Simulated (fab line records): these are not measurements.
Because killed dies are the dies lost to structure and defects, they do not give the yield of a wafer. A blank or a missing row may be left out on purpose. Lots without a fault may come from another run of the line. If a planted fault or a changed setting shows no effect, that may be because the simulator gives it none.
What tool caused it? ; flow nand-harc ; Sampling: 12 lots, 36 wafers, 6 of 1159 route steps

WHAT THE GAUGES READ, wafer by wafer
NHARC_P_BONDPAD_THK_MEAS_20: measures by xrf. Usual: thk-nm reads 160.6 nm (standard deviation 1.4).
lot;measured;on;thk-nm (nm);flag
L612;day 6 11:37;film-metro-01;163.0 159.0 157.8;
L613;day 7 01:50;film-metro-02;160.9 161.1 160.3;
L614;day 7 03:55;film-metro-02;158.7 162.5 161.3;
L615;day 7 04:22;film-metro-01;158.4 161.1 157.7;
L619;day 8 07:13;film-metro-02;159.9 159.3 158.8;
L620;day 8 11:41;film-metro-01;161.2 161.3 161.8;
L621;day 8 20:43;film-metro-01;161.4 160.7 160.4;
L624;day 9 18:04;film-metro-01;161.6 157.4 160.8;
L625;day 9 20:09;film-metro-02;162.1 161.1 159.7;
L627;day 10 11:12;film-metro-01;161.4 160.8 157.5;
L633;day 11 17:07;film-metro-02;159.0 163.1 163.0;
L634;day 12 07:37;film-metro-02;159.9 160.0 162.0;

NHARC_A_SOURCE_PLATE_THK_MEAS_09: measures by ellipsometry. Usual: thk-nm reads 9.6 nm (standard deviation 1).
lot;measured;on;thk-nm (nm);flag
L612;day 6 22:35;film-metro-02;9.5 10.6 9.7;
L613;day 7 15:19;film-metro-01;11.8 7.6 8.5;
L614;day 7 15:19;film-metro-02;9.9 7.9 9.4;
L615;day 7 15:19;film-metro-01;11.3 10.9 9.5;
L619;day 8 17:48;film-metro-02;10.4 8.9 9.6;
L620;day 8 22:07;film-metro-02;9.4 10.2 11.2;
L621;day 9 09:45;film-metro-01;8.4 10.5 8.9;
L624;day 10 04:35;film-metro-02;9.3 9.7 9.9;
L625;day 10 04:35;film-metro-01;7.8 9.8 9.6;
L627;day 10 21:36;film-metro-02;9.3 10.3 9.2;
L633;day 12 03:22;film-metro-01;10.7 8.8 8.0;
L634;day 12 18:52;film-metro-01;10.7 10.9 10.2;

NHARC_A_ONON_D1_THK_MEAS_02: measures by ellipsometry. Usual: thk-nm reads 1000 nm (standard deviation 9.7).
lot;measured;on;thk-nm (nm);flag
L612;day 7 12:35;film-metro-01;991 991 992;
L613;day 8 04:55;film-metro-02;1003 1003 1004;
L614;day 8 04:55;film-metro-01;1019 1016 1016;
L615;day 8 04:55;film-metro-02;1007 1006 1006;
L619;day 9 07:35;film-metro-02;994 996 993;
L620;day 9 11:54;film-metro-01;1017 1016 1017;
L621;day 9 23:41;film-metro-01;993 992 989;
L624;day 10 18:20;film-metro-02;683 687 686;OFF
L625;day 10 18:20;film-metro-01;992 993 993;
L627;day 11 12:53;film-metro-01;685 686 684;OFF
L633;day 12 17:47;film-metro-01;993 994 993;
L634;day 13 09:16;film-metro-02;1015 1014 1013;

NHARC_END_SORT_01. Usual: killed-at-array 26, standard deviation 9.7; killed-at-other 1.0, standard deviation 1.2; killed-at-periphery 3.9, standard deviation 2.6; killed-dies 31, standard deviation 9.7; killed-open 3.2, standard deviation 1.8; killed-short 2.0, standard deviation 1.3.
lot;measured;on;killed-at-array;killed-at-other;killed-at-periphery;killed-dies;killed-open;killed-short;flag
L624;day 22 00:55;prober-01;668 668 670;3 1 2;6 8 5;677 677 677;2 4 4;2 3 5;OFF
L627;day 23 21:55;prober-01;674 675 677;0 0 0;3 2 0;677 677 677;1 0 3;4 2 2;OFF

TOOL THAT RAN EACH LOT (tool first, then ch and the chambers of the sampled wafers, then the start)
lot;NHARC_A_ZERO_WELL_DESCUM_12;NHARC_A_ONON_D1_DEP_00
L612;rie-diel-06 ch 0,2, day 6 13:18;pecvd-onon-02 ch 0, day 7 12:08
L613;rie-diel-08 ch 0,2,3, day 7 03:38;pecvd-onon-02 ch 0, day 8 04:28
L614;rie-diel-08 ch 1,3, day 7 05:35;pecvd-onon-04 ch 0, day 8 04:24
L615;rie-diel-06 ch 0,2, day 7 06:02;pecvd-onon-03 ch 0, day 8 04:28
L619;rie-diel-08 ch 0,3, day 8 08:53;pecvd-onon-04 ch 0, day 9 07:11
L620;rie-diel-06 ch 0,2,3, day 8 13:22;pecvd-onon-03 ch 0, day 9 11:23
L621;rie-diel-08 ch 0,1,2, day 8 22:25;pecvd-onon-04 ch 0, day 9 23:10
L624;rie-diel-10 ch 0,3, day 9 19:44;pecvd-onon-04 ch 0, day 10 17:53
L625;rie-diel-06 ch 0,1,3, day 9 21:52;pecvd-onon-02 ch 0, day 10 17:59
L627;rie-diel-08 ch 1,2, day 10 12:54;pecvd-onon-04 ch 0, day 11 12:23
L633;rie-diel-06 ch 0,1, day 11 18:41;pecvd-onon-03 ch 0, day 12 17:16
L634;rie-diel-06 ch 1,2,3, day 12 09:22;pecvd-onon-03 ch 0, day 13 08:44
- NHARC_A_ZERO_WELL_DESCUM_12: chemistry O2, time 3 s.
- NHARC_A_ONON_D1_DEP_00: target thk 1000 nm.

AS READ BY THE TOOLS THEMSELVES (means over the sampled wafers that have a number; for cases with no such wafer, the mark the record gives instead)
NHARC_A_ZERO_WELL_DESCUM_12. Usual: drypump-motor-current-A 5.5 A, standard deviation 0.53; mfc-ar-sccm 0.007 sccm, standard deviation 0.0079; oes-product-au 1.000 a.u., standard deviation 0.015; rf-vpp-V 57.9 V, standard deviation 0.81; showerhead-plenum-p-Torr 1.94 Torr, standard deviation 0.081; throttle-valve-pct 11.310 %, standard deviation 0.0082.
lot;tool;drypump-motor-current-A (A);mfc-ar-sccm (sccm);oes-product-au (a.u.);rf-vpp-V (V);showerhead-plenum-p-Torr (Torr);throttle-valve-pct (%);flag
L612;rie-diel-06;5.3;0.014;0.994;58.2;2.00;11.314;
L613;rie-diel-08;5.4;0.007;1.000;58.1;1.92;11.309;
L614;rie-diel-08;5.5;0.007;1.022;57.9;1.93;11.308;
L615;rie-diel-06;5.5;0.007;1.005;58.3;1.94;11.308;
L619;rie-diel-08;5.2;0.008;1.000;58.2;1.99;11.313;
L620;rie-diel-06;5.8;0.007;1.001;57.9;1.95;11.310;
L621;rie-diel-08;5.6;0.004;0.991;57.8;1.89;11.304;
L624;rie-diel-10;5.4;0.022;1.000;57.2;1.89;11.314;
L625;rie-diel-06;5.4;0.008;0.993;58.0;1.99;11.304;
L627;rie-diel-08;5.9;0.001;1.009;57.4;1.83;11.316;
L633;rie-diel-06;5.0;0.015;1.000;58.4;2.04;11.308;
L634;rie-diel-06;5.6;0.001;1.005;57.7;1.94;11.308;

NHARC_A_ONON_D1_DEP_00. Usual: n2-flow-sccm reads 2750 sccm (standard deviation 7.7).
lot;tool;n2-flow-sccm (sccm);flag
L612;pecvd-onon-02;2755;
L613;pecvd-onon-02;2746;
L614;pecvd-onon-04;2747;
L615;pecvd-onon-03;2752;
L619;pecvd-onon-04;2746;
L620;pecvd-onon-03;2744;
L621;pecvd-onon-04;2750;
L624;pecvd-onon-04;2753;
L625;pecvd-onon-02;2760;
L627;pecvd-onon-04;2744;
L633;pecvd-onon-03;2732;
L634;pecvd-onon-03;2750;

THE ANSWER, worked out from the rows above alone
Rule: take the mean of a lot's wafers that have a number; if it is more than 3 standard deviations from the usual mean, the lot is off. A lot without any number at a reading at which 4 lots or more have one is off too. Where the step has rows for the other lots, those lots are counted as sound. After the gauges, taken in route order, come the tools' own readings; for these a lot's mean is taken, as printed above. At the first step where some lot is off, the reading lying furthest off is the one used; lots without a number count as furthest.
Off: L624, L627 (NHARC_A_ONON_D1_THK_MEAS_02, thk-nm).
If a tool, at a process step before that reading, ran all the lots that are off and no sound lot after the first of them, it fits. The gauges at NHARC_A_ONON_D1_THK_MEAS_02 aren't tried: what is off there is off at NHARC_END_SORT_01 too, on other tools, and a gauge's error can't cause that. One fits: pecvd-onon-04 at NHARC_A_ONON_D1_DEP_00. A fault onset in the window from L621 (day 9 23:10, its last sound lot) to L624 (day 10 17:53, its first lot off) fits.

WHAT HAD BEEN PUT IN BY THE SIMULATOR
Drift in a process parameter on pecvd-onon-04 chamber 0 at NHARC_A_ONON_D1_DEP_00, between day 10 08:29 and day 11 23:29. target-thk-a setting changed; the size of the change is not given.
Shown lots that were struck: L624, L627. The rule above found the same.
